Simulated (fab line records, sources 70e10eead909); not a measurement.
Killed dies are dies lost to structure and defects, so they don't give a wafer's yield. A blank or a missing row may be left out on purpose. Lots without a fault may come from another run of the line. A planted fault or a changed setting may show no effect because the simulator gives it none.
Chamber matching | flow nand_harc | NHARC_A_WL_FILL_STRIP_29 on rie_diel-07: 4 sister chambers
The step strips in O2, time 20 s. 16 wafers are shown with their chamber, then 8 later ones without.

WAFERS WITH THEIR CHAMBER
wafer  | chamber | showerhead_plenum_p_Torr (Torr) | drypump_motor_current_A (A) | rf_vpp_V (V)
L076.1 | 0       | 3.54                            | 4.8                         | 60.4
L076.2 | 1       | 3.75                            | 6.0                         | 58.6
L076.3 | 2       | 3.60                            | 6.0                         | 57.6
L078.3 | 3       | 3.42                            | 6.1                         | 56.1
L078.4 | 2       | 3.60                            | 6.0                         | 59.4
L078.6 | 1       | 3.75                            | 6.0                         | 56.4
L080.1 | 1       | 3.75                            | 5.9                         | 58.9
L080.3 | 0       | 3.54                            | 4.8                         | 57.0
L080.5 | 0       | 3.54                            | 4.8                         | 58.2
L081.1 | 3       | 3.42                            | 6.1                         | 57.5
L081.2 | 2       | 3.60                            | 6.0                         | 57.8
L081.4 | 1       | 3.75                            | 6.0                         | 59.8
L081.3 | 0       | 3.54                            | 4.8                         | 59.9
L081.5 | 1       | 3.75                            | 6.0                         | 57.9
L081.6 | 2       | 3.59                            | 6.0                         | 57.2
L083.2 | 3       | 3.42                            | 6.1                         | 56.3

SIGNATURES (means of the wafers above)
reading                  | chamber 0 | chamber 1 | chamber 2 | chamber 3 | scatter within a chamber
showerhead_plenum_p_Torr | 3.5400    | 3.7500    | 3.5975    | 3.4200    | 0.0025
drypump_motor_current_A  | 4.800     | 5.980     | 6.000     | 6.100     | 0.0258
rf_vpp_V                 | 58.875    | 58.320    | 58.000    | 56.633    | 1.22
Rule: a wafer's distance from a chamber is the root of the sum, over the readings, of the square of ((its reading less the chamber's mean) divided by the reading's scatter). The wafer belongs to the nearest chamber; if the next one is less than 2 further off, it can't be placed. The scatter: the root of (the sum of the squares of (reading less its chamber's mean) over the shown wafers, divided by (wafers less chambers)).

WAFERS WITHOUT THEIR CHAMBER
wafer  | showerhead_plenum_p_Torr (Torr) | drypump_motor_current_A (A) | rf_vpp_V (V)
L083.3 | 3.54                            | 4.8                         | 57.0
L083.4 | 3.60                            | 6.0                         | 57.4
L084.1 | 3.53                            | 4.8                         | 57.8
L084.5 | 3.53                            | 4.8                         | 57.6
L084.6 | 3.75                            | 6.0                         | 57.2
L096.1 | 3.53                            | 4.8                         | 58.3
L096.2 | 3.75                            | 6.0                         | 58.1
L096.4 | 3.59                            | 5.9                         | 59.1

WHICH CHAMBER EACH WENT THROUGH
wafer  | from the rows above | in truth
L083.3 | 0                   | 0
L083.4 | 2                   | 2
L084.1 | 0                   | 0
L084.5 | 0                   | 0
L084.6 | 1                   | 1
L096.1 | 0                   | 0
L096.2 | 1                   | 1
L096.4 | 2                   | 2
Placed correctly: 8 of 8. Can't be placed from these rows: 0. Placed wrongly: 0.
